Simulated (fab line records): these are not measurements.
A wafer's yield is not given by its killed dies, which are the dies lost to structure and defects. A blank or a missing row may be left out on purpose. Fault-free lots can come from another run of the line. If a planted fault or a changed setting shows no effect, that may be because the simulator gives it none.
Matching of chambers -- flow nand harc -- 3 sister chambers for NHARC_A_STAIRCASE_DEP_151 on pecvd-03
The step deposits SiO2, target thk 3800 nm. 20 wafers are shown with their chamber, then 10 later ones without.

## EACH WAFER AND ITS CHAMBER
wafer,chamber,heater power w (W)
L081.2,2,691
L081.3,1,613
L081.5,0,508
L079.2,2,609
L079.4,1,533
L079.6,0,506
L083.1,0,533
L083.3,1,669
L083.5,1,531
L084.1,0,513
L084.2,1,661
L084.4,0,495
L085.1,2,678
L085.3,1,546
L085.5,1,545
L089.1,0,600
L089.5,0,517
L089.6,2,580
L091.3,1,522
L091.5,1,534

SIGNATURES, as means of the wafers listed above
reading,chamber 0,chamber 1,chamber 2,scatter within a chamber
heater power w,524.57,572.67,639.50,50.6
Rule: for each reading, subtract the chamber's mean from the wafer's reading, divide by that reading's scatter and square the result; add these up over the readings and take the root, which gives the wafer's distance from the chamber. If the next closest chamber is less than 2 further off than the closest, the wafer can't be placed; otherwise it belongs to the closest. The scatter is the square root of a quotient: the sum, over the shown wafers, of each reading's squared deviation from its chamber's mean, divided by wafers minus chambers.

## WAFERS WHOSE CHAMBER IS MISSING
wafer,heater power w (W)
L091.6,581
L093.2,638
L093.4,567
L093.6,495
L094.1,643
L094.2,565
L094.5,574
L096.1,641
L096.3,687
L096.5,573

## THE CHAMBER EACH PASSED THROUGH
wafer,from the rows above,in truth
L091.6,can't be placed: 1 or 0 or 2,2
L093.2,can't be placed: 2 or 1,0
L093.4,can't be placed: 1 or 0 or 2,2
L093.6,can't be placed: 0 or 1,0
L094.1,can't be placed: 2 or 1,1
L094.2,can't be placed: 1 or 0 or 2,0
L094.5,can't be placed: 1 or 0 or 2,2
L096.1,can't be placed: 2 or 1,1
L096.3,can't be placed: 2 or 1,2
L096.5,can't be placed: 1 or 0 or 2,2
Correct placement for 0 of the 10. Can't be placed from these rows: 10 (the true chamber is among the candidates in 9). 0 placed wrongly.
